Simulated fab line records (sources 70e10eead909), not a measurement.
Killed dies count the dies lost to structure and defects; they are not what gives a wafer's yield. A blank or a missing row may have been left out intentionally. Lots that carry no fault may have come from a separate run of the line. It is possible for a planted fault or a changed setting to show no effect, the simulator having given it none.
Problem report in the 8D (eight disciplines) form, filled by code / flow nand-harc / the parts of the form that need people (team, actions taken, sign-off) are left out

## 1. WHAT IS WRONG
Mean of killed-at-array at NHARC_END_SORT_01: 518 across 2 wafers in 2 lots; on wafers with no fault it is 27 (standard deviation 11). Relative to the usual mean, that is a shift of +45 standard deviations.
First seen on wafer L803.2, day 22 08:10, on prober-01. Wafers with a number at this step in the record: 6, from 2 lots. By rule, "out" or "out of limits" means more than 4 standard deviations away from the usual mean. All remaining wafers that have a number are taken as sound.

## 2. WHAT IT IS, AND WHAT IT ISN'T
question=which readings at this step | is=killed-at-array, killed-dies | is not=killed-at-other, killed-at-periphery, killed-open, killed-short
question=which lots | is=L803, L807 | is not=-
question=which wafers of those lots | is=L803.2, L807.4 | is not=L803.4, L803.6, L807.2, L807.5
question=read on which gauges | is=prober-01, prober-02 | is not=-
question=when | is=from day 22 08:10 | is not=up to then (0 sound wafers); but 4 sound wafers of L803, L807 came after

## 3. SUSPECTS, AND WHAT RULES EACH OUT
Counting: if a tool at a process step up to the reading ran every lot that is out, it stays a suspect. Sound lots after the first of them don't rule it out here, since some wafers of a struck lot are sound.
- the gauge at NHARC_END_SORT_01: ruled out. The wafers that are out were read on 2 gauges (prober-01, prober-02).
- rie-diel-01 at NHARC_A_CONTACT_ETCH_76 (etches the open film in N2/H2, target depth 260 nm, time 475.3 s): kept. It ran every lot that is out, first L803 (day 19 20:56). Because NHARC_A_CONTACT_ETCH_76 lacks a start for some lots, the hours and order of its lots are taken from NHARC_A_CONTACT_ETCH_77.
- rie-diel-01 at NHARC_A_CONTACT_ETCH_77 (etches the open film in CF4/CHF3, target depth 72.6 nm, time 36.3 s): kept. It ran every lot that is out, first L803 (day 19 20:56). Its own readings are out on those wafers: oes-product-au.
- rie-diel-01 at NHARC_A_CONTACT_ETCH_78 (etches the open film in O2/COS, target depth 2800 nm, time 728 s): kept. It ran every lot that is out, first L803 (day 22 08:10). Because NHARC_A_CONTACT_ETCH_78 lacks a start for some lots, the hours and order of its lots are taken from NHARC_END_SORT_01.
- rie-diel-01, NHARC_A_CONTACT_ETCH_77: wafers that are out in chamber 0, sound lot-mates in chambers 1, 2, 3.
Left after counting: rie-diel-01 at NHARC_A_CONTACT_ETCH_76, rie-diel-01 at NHARC_A_CONTACT_ETCH_77, rie-diel-01 at NHARC_A_CONTACT_ETCH_78.

## 4. THE CAUSE (what the simulator had put in)
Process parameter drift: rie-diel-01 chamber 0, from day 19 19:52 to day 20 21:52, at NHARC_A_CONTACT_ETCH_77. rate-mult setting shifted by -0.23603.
Counting left 3 suspects, and this tool is among them.

## 5. THE CHAIN OF EFFECTS, in route order
Each row: a reading where the mean over the struck wafers with a number is more than 3 standard deviations away from the usual. Scope: only readings with a usual standard deviation given in the record; hours: median across lots of the time from each lot's start at the first step in this table that gives one to its start at this step; sigmas: change in usual standard deviations.
hours=0; step=NHARC_A_CONTACT_ETCH_77; reading=oes-product-au; usual=0.940 a.u.; on struck wafers=0.802; change=-0.138; sigmas=-6.6
hours=63; step=NHARC_END_SORT_01; reading=killed-at-array; usual=27; on struck wafers=518; change=+491; sigmas=+45
hours=63; step=NHARC_END_SORT_01; reading=killed-dies; usual=31; on struck wafers=524; change=+492; sigmas=+41
Here are the process steps it includes:
- NHARC_A_CONTACT_ETCH_77: etches the open film in CF4/CHF3, target depth 72.6 nm, time 36.3 s.

## 6. WHAT WOULD HAVE CAUGHT IT SOONER
60 hours passed between the start of the fault at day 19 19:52 and the first reading out of limits at a measuring or inspecting step in this record, taken at day 22 08:10.
At NHARC_A_CONTACT_ETCH_77, the tool's own readings (oes-product-au) were out on each struck wafer the step has a row for, so an alarm limit on them would have fired on the first such wafer.
By day 22 08:10 the whole set of lots that are out, 2 in number, had already begun NHARC_A_CONTACT_ETCH_77 on rie-diel-01. Tool hold at that time: it would have spared none of them.
